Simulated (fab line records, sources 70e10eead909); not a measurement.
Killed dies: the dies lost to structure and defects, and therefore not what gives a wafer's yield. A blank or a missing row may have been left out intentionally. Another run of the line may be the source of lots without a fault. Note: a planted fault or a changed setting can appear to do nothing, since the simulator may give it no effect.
fab line records	flow nand-harc
record: lots: 6	wafers: 18	last-day: 24
route steps=1159 shown A_CONTACT@863
lots that met no fault: from a run of the same line without faults
start-h: the number of hours between the record's first day and the start of the first shown wafer of the lot	wait-h: hours from the lot's prior step to this one	" as in the row above	L1.1+2: several wafers, shown together as one row	- no value present, or no start provided	* or withheld: withheld	< > ~ a bound
route shown NAME@n: a module of which the file shows steps, and the number in the route of the first	usual: mean/standard deviation of fault-free wafers	same: alike in all rows	chamber/n: place in a boat	sites: each site's reading	_std_site: standard deviation of those values	_edge_site: outer sites' mean less inner sites'	radius-mm: how far each site lies from the wafer's centre	mask NAME#n: copy n	behind: tool/chamber where the wafer was last shaped	hold: cause of the lot's hold/its duration in hours/its outcome	device: which transistor (n, p or np) failed to switch	end of line: the tests these same wafers got at the end of their route	a step without rows: its recipe alone	killed: dies lost to structure and defects at the first sort, not the wafer's yield	map: the dies of a wafer, with x for killed, . for not killed, _ for no die there
set.NAME: the setting the step ran with; set.NAME@STEP: the setting that earlier step ran with	model.NAME: the simulator's own value behind a step, which no gauge read
lots at selected steps of the route; one table per step, one row per wafer
services: a tool's chamber out of use, with start hour (start-h, from the record's first day; less than 0 if before it), hours out, and reason
== steps ==
step: NHARC_A_CONTACT_ETCH_112
recipe: source-w: withheld	pressure-mtorr: 20	bias-v: 3000	time-s: 94	target-depth-a: 9220	ar-flow-sccm: withheld	c4f8-flow-sccm: withheld	o2-flow-sccm: withheld	chemistry: C4F8/O2/Ar
step: NHARC_A_CONTACT_ETCH_113
recipe: source-w: withheld	pressure-mtorr: 20	bias-v: 3000	time-s: 94	target-depth-a: 9220	ar-flow-sccm: withheld	c4f8-flow-sccm: withheld	o2-flow-sccm: withheld	chemistry: C4F8/O2/Ar
usual: chamber-pressure-mTorr: 20.002/0.019	oes-air-line-au: 0.999/0.021
same: time-s: 94
lot.wafer	tool	chamber	start-h	wait-h	chamber-pressure-mTorr	oes-air-line-au	rf-hours-counter-h
L409.2	har-cap-etch-03	1	409.54	0.1	20.018	1.049	86
L409.1	"	0	"	"	20.038	0.986	86
L409.6	"	0	"	"	20.000	1.009	-
L413.1	har-cap-etch-03	1	438.99	0.1	19.989	0.996	92
L413.3	"	1	"	"	20.011	1.000	-
L413.6	"	1	"	"	19.999	1.011	-
L414.2	har-cap-etch-01	0	443.77	0.1	20.010	0.976	69
L414.3	"	1	"	"	20.007	1.021	-
L414.5	"	0	"	"	19.990	0.962	-
L419.1	har-cap-etch-01	0	472.88	0.1	19.958	1.018	74
L419.3	"	0	"	"	19.985	1.000	-
L419.6	"	0	"	"	19.995	0.956	-
L420.1	har-cap-etch-03	0	479.47	0.1	19.985	0.980	99
L420.4	"	0	"	"	19.998	0.962	-
L420.6	"	0	"	"	20.049	0.945	-
L424.1	har-cap-etch-01	0	500.38	0.1	20.017	1.025	78
L424.4	"	0	"	"	20.025	1.039	-
L424.5	"	1	"	"	20.005	0.971	-
step: NHARC_A_CONTACT_ETCH_114
recipe: source-w: withheld	pressure-mtorr: 20	bias-v: 3000	time-s: 94	target-depth-a: 9220	ar-flow-sccm: withheld	c4f8-flow-sccm: withheld	o2-flow-sccm: withheld	chemistry: C4F8/O2/Ar
usual: chamber-pressure-mTorr: 20.003/0.017	oes-air-line-au: 1.000/0.021
same: time-s: 94
lot.wafer	tool	chamber	start-h	wait-h	chamber-pressure-mTorr	oes-air-line-au	rf-hours-counter-h
L409.2	har-cap-etch-03	1	409.63	0.1	20.014	1.011	86
L409.1	"	0	"	"	20.009	0.993	86
L409.6	"	0	"	"	20.005	1.000	-
L413.1	har-cap-etch-03	1	439.08	0.1	19.996	0.986	92
L413.3	"	1	"	"	20.014	1.021	-
L413.6	"	1	"	"	20.011	0.997	-
L414.2	har-cap-etch-01	0	443.86	0.1	19.998	1.000	69
L414.3	"	1	"	"	19.995	1.028	-
L414.5	"	0	"	"	19.978	1.006	-
L419.1	har-cap-etch-01	0	472.97	0.1	20.004	0.992	74
L419.3	"	0	"	"	19.998	0.969	-
L419.6	"	0	"	"	20.020	0.956	-
L420.1	har-cap-etch-03	0	479.59	0.1	19.980	1.059	99
L420.4	"	0	"	"	20.018	1.011	-
L420.6	"	0	"	"	20.029	1.026	-
L424.1	har-cap-etch-01	0	500.47	0.1	19.991	0.987	78
L424.4	"	0	"	"	20.008	0.961	-
L424.5	"	1	"	"	20.017	0.984	-
step: NHARC_A_CONTACT_ETCH_115
recipe: source-w: withheld	pressure-mtorr: 20	bias-v: 3000	time-s: 94	target-depth-a: 9220	ar-flow-sccm: withheld	c4f8-flow-sccm: withheld	o2-flow-sccm: withheld	chemistry: C4F8/O2/Ar
usual: chamber-pressure-mTorr: 20.001/0.017	oes-air-line-au: 0.999/0.019
same: time-s: 94
lot.wafer	tool	chamber	start-h	wait-h	chamber-pressure-mTorr	oes-air-line-au	rf-hours-counter-h
L409.2	har-cap-etch-03	1	409.72	0.1	19.991	1.004	86
L409.1	"	0	"	"	19.993	1.041	86
L409.6	"	0	"	"	20.037	1.025	-
L413.1	har-cap-etch-03	1	439.17	0.1	19.980	1.025	92
L413.3	"	1	"	"	19.975	1.007	-
L413.6	"	1	"	"	19.975	1.013	-
L414.2	har-cap-etch-01	0	443.95	0.1	19.995	0.993	69
L414.3	"	1	"	"	19.970	1.001	-
L414.5	"	0	"	"	20.043	0.998	-
L419.1	har-cap-etch-01	0	473.06	0.1	20.018	1.014	74
L419.3	"	0	"	"	20.006	1.003	-
L419.6	"	0	"	"	20.025	1.021	-
L420.1	har-cap-etch-03	0	479.71	0.1	20.005	0.998	99
L420.4	"	0	"	"	20.007	0.980	-
L420.6	"	0	"	"	20.006	1.001	-
L424.1	har-cap-etch-01	0	500.56	0.1	19.989	0.987	78
L424.4	"	0	"	"	19.992	0.989	-
L424.5	"	1	"	"	20.018	1.011	-
step: NHARC_A_CONTACT_ETCH_116
recipe: source-w: withheld	pressure-mtorr: 20	bias-v: 3000	time-s: 94	target-depth-a: 9220	ar-flow-sccm: withheld	c4f8-flow-sccm: withheld	o2-flow-sccm: withheld	chemistry: C4F8/O2/Ar
step: NHARC_A_CONTACT_ETCH_117
recipe: source-w: withheld	pressure-mtorr: 20	bias-v: 3000	time-s: 94	target-depth-a: 9220	ar-flow-sccm: withheld	c4f8-flow-sccm: withheld	o2-flow-sccm: withheld	chemistry: C4F8/O2/Ar
step: NHARC_A_CONTACT_ETCH_118
recipe: source-w: withheld	pressure-mtorr: 20	bias-v: 3000	time-s: 94	target-depth-a: 9220	ar-flow-sccm: withheld	c4f8-flow-sccm: withheld	o2-flow-sccm: withheld	chemistry: C4F8/O2/Ar
step: NHARC_A_CONTACT_ETCH_119
recipe: source-w: withheld	pressure-mtorr: 20	bias-v: 3000	time-s: 94	target-depth-a: 9220	ar-flow-sccm: withheld	c4f8-flow-sccm: withheld	o2-flow-sccm: withheld	chemistry: C4F8/O2/Ar
usual: chamber-pressure-mTorr: 19.999/0.019	oes-air-line-au: 0.999/0.019
same: time-s: 94
lot.wafer	tool	chamber	start-h	wait-h	chamber-pressure-mTorr	oes-air-line-au	rf-hours-counter-h
L409.2	har-cap-etch-03	1	410.08	0.1	19.971	0.959	87
L409.1	"	0	"	"	20.001	1.005	87
L409.6	"	0	"	"	20.007	0.992	-
L413.1	har-cap-etch-03	1	439.54	0.1	19.995	0.994	93
L413.3	"	1	"	"	20.016	0.964	-
L413.6	"	1	"	"	19.982	0.996	-
L414.2	har-cap-etch-01	0	444.31	0.1	19.983	1.003	69
L414.3	"	1	"	"	19.977	1.018	-
L414.5	"	0	"	"	19.986	0.986	-
L419.1	har-cap-etch-01	0	473.42	0.1	20.005	1.023	74
L419.3	"	0	"	"	19.980	1.017	-
L419.6	"	0	"	"	20.009	1.028	-
L420.1	har-cap-etch-03	0	480.20	0.1	19.998	1.004	99
L420.4	"	0	"	"	20.018	0.991	-
L420.6	"	0	"	"	20.009	0.992	-
L424.1	har-cap-etch-01	0	500.93	0.1	19.983	0.981	78
L424.4	"	0	"	"	20.017	0.987	-
L424.5	"	1	"	"	20.019	1.006	-
step: NHARC_A_CONTACT_ETCH_120
recipe: source-w: withheld	pressure-mtorr: 20	bias-v: 3000	time-s: 94	target-depth-a: 9220	ar-flow-sccm: withheld	c4f8-flow-sccm: withheld	o2-flow-sccm: withheld	chemistry: C4F8/O2/Ar
step: NHARC_A_CONTACT_ETCH_121
recipe: source-w: withheld	pressure-mtorr: 20	bias-v: 3000	time-s: 94	target-depth-a: 9220	ar-flow-sccm: withheld	c4f8-flow-sccm: withheld	o2-flow-sccm: withheld	chemistry: C4F8/O2/Ar
step: NHARC_A_CONTACT_ETCH_122
recipe: source-w: withheld	pressure-mtorr: 20	bias-v: 3000	time-s: 95	target-depth-a: 9300	ar-flow-sccm: withheld	c4f8-flow-sccm: withheld	o2-flow-sccm: withheld	chemistry: C4F8/O2/Ar
usual: chamber-pressure-mTorr: 19.998/0.018	oes-air-line-au: 0.997/0.02
same: time-s: 95
lot.wafer	tool	chamber	start-h	wait-h	chamber-pressure-mTorr	oes-air-line-au	rf-hours-counter-h
L409.2	har-cap-etch-03	1	410.36	0.1	19.976	0.995	87
L409.1	"	0	"	"	19.989	0.934	87
L409.6	"	0	"	"	20.018	0.987	-
L413.1	har-cap-etch-03	1	439.81	0.1	19.946	1.015	93
L413.3	"	1	"	"	20.036	1.025	-
L413.6	"	1	"	"	20.007	1.008	-
L414.2	har-cap-etch-01	0	444.59	0.1	19.990	0.994	70
L414.3	"	1	"	"	20.037	1.029	-
L414.5	"	0	"	"	20.014	0.997	-
L419.1	har-cap-etch-01	0	473.69	0.1	19.987	0.975	74
L419.3	"	0	"	"	19.993	0.999	-
L419.6	"	0	"	"	20.008	1.005	-
L420.1	har-cap-etch-03	0	480.56	0.1	20.006	1.023	99
L420.4	"	0	"	"	20.007	0.998	-
L420.6	"	0	"	"	20.013	0.979	-
L424.1	har-cap-etch-01	0	501.20	0.1	19.997	1.019	79
L424.4	"	0	"	"	19.988	1.025	-
L424.5	"	1	"	"	19.991	1.010	-
step: NHARC_A_CONTACT_ETCH_123
recipe: source-w: withheld	pressure-mtorr: 20	bias-v: 400	time-s: 253	target-depth-a: 10900	ar-flow-sccm: withheld	c4f8-flow-sccm: 11.5	o2-flow-sccm: 7.2	chemistry: C4F8/O2/Ar
step: NHARC_A_CONTACT_ETCH_90
recipe: target-depth-a: 400	over-etch-frac: 0.5	time-s: 85.7	ion-energy-ev: 120	ch3f-flow-sccm: 50	o2-flow-sccm: 30	ar-flow-sccm: 200	rf-w: 500	bias-w: 100	chemistry: CH3F/O2
usual: bias-w: 100.0/0.3	ch3f-flow-sccm: 50.01/0.16	drypump-motor-current-A: 5.59/0.26	oes-product-au: 0.96/0.038	rf-fwd-power-W: 496.0/1.7	rf-vpp-V: 244.3/1.6	showerhead-plenum-p-Torr: 2.46/0.091	throttle-valve-pct: 20.664/0.0099	time-s: 85.7/0
lot.wafer	tool	chamber	start-h	wait-h	bias-w	ch3f-flow-sccm	drypump-motor-current-A	oes-product-au	rf-fwd-power-W	rf-hours-counter-h	rf-vpp-V	showerhead-plenum-p-Torr	throttle-valve-pct	time-s
L409.2	rie-diel-02	2	411.06	0.6	100.1	49.87	6.24	0.92	495.9	31	244.6	2.55	20.656	85.7
L409.1	"	3	"	"	99.9	49.83	4.93	0.93	495.2	27	242.8	2.42	20.656	85.7
L409.6	"	2	"	"	99.9	49.65	6.23	0.92	496.6	-	245.7	2.55	20.673	85.7
L413.1	rie-diel-12	0	440.51	0.6	-	-	-	-	-	-	-	-	-	-
L413.3	"	2	"	"	-	-	-	-	-	-	-	-	-	-
L413.6	"	0	"	"	-	-	-	-	-	-	-	-	-	-
L414.3	rie-diel-12	2	445.26	0.4	-	-	-	-	-	-	-	-	-	-
L414.2	"	1	"	"	-	-	-	-	-	-	-	-	-	-
L414.5	"	2	"	"	-	-	-	-	-	-	-	-	-	-
L419.1	rie-diel-12	0	474.37	0.5	99.6	49.80	5.52	0.95	496.4	14	245.6	2.56	20.662	85.7
L419.3	"	3	"	"	100.5	50.06	5.36	0.94	494.4	15	243.3	2.36	20.668	85.7
L419.6	"	0	"	"	99.4	49.98	5.53	0.95	495.2	-	246.0	2.56	20.660	85.7
L420.4	rie-diel-04	0	481.36	0.4	99.8	49.96	5.38	1.01	493.3	1	241.8	2.36	20.659	85.7
L420.1	"	1	"	"	99.8	50.18	5.52	1.01	496.2	1	247.2	2.61	20.663	85.7
L420.6	"	0	"	"	99.8	49.95	5.41	1.01	493.7	-	241.8	2.36	20.651	85.7
L424.1	rie-diel-12	1	501.87	0.5	99.8	50.15	5.75	0.93	497.5	20	243.5	2.43	20.657	85.7
L424.4	"	3	"	"	100.3	49.86	5.45	0.93	498.6	19	243.6	2.36	20.653	85.7
L424.5	"	2	"	"	100.3	49.91	5.88	1.01	495.6	-	243.0	2.36	20.679	85.7
step: NHARC_A_CONTACT_ETCH_96
recipe: target-depth-a: 200	over-etch-frac: 0.5	time-s: 10	ion-energy-ev: 250	c4f6-flow-sccm: 25	o2-flow-sccm: 20	ar-flow-sccm: 500	rf-w: 600	bias-w: 500	chemistry: C4F6/O2
== services ==
tool	chamber	start-h	hours	kind
rie-diel-12	0	388.56	-	clean
rie-diel-12	1	388.56	-	clean
rie-diel-12	2	388.56	-	clean
rie-diel-12	3	388.56	-	clean
rie-diel-12	0	413.11	-	clean
rie-diel-12	1	413.11	-	clean
rie-diel-12	2	413.11	-	clean
rie-diel-12	3	413.11	-	clean
rie-diel-12	0	437.61	-	clean
rie-diel-12	1	437.61	-	clean
rie-diel-12	2	437.61	-	clean
rie-diel-12	3	437.61	-	clean
rie-diel-02	3	445.76	3.6	repair
har-cap-etch-03	-	451.41	0.4	repair
har-cap-etch-01	-	459.29	2.5	repair
rie-diel-12	0	462.11	-	clean
rie-diel-12	1	462.11	-	clean
rie-diel-04	1	463.98	8.4	repair
rie-diel-04	-	466.09	9.0	pm
rie-diel-02	-	491.24	0.7	repair
har-cap-etch-03	-	492.75	0.6	repair
rie-diel-12	2	493.22	6.1	repair
rie-diel-12	3	493.55	2.2	repair
rie-diel-02	3	495.51	2.1	repair
== key ==
first-sign: step: NHARC_A_CONTACT_ETCH_90	reading: tool-record	direction: missing
effect none on later readings
met-at NHARC_A_CONTACT_ETCH_90
struck-wafers L413.1,L413.3,L413.6,L414.2,L414.3,L414.5
later-rows-left-out L413.1,L413.3,L413.6,L414.2,L414.3,L414.5
sort-left-out L413.1,L413.3,L413.6,L414.2,L414.3,L414.5
tester-left-out L413,L414
fault: kind: skipped-step-whole	tool: rie-diel-12	chamber: -	onset-h: 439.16	steps: NHARC_A_CONTACT_ETCH_90	scope: struck-lots-only
tester-left-out: of these lots the tester's yield and bins aren't shown, on N5 and GAA mostly nor the transistor test; their killed dies are dies lost to structure and defects alone, not to doping, threshold or leakage, so they don't give the yield
sort-left-out: the simulated sort isn't trusted on such a fault, so these wafers' sort isn't shown, and their yield isn't known
later-rows-left-out: the simulator's readings of these wafers behind a module that went badly wrong aren't trusted and aren't shown, but for the sort
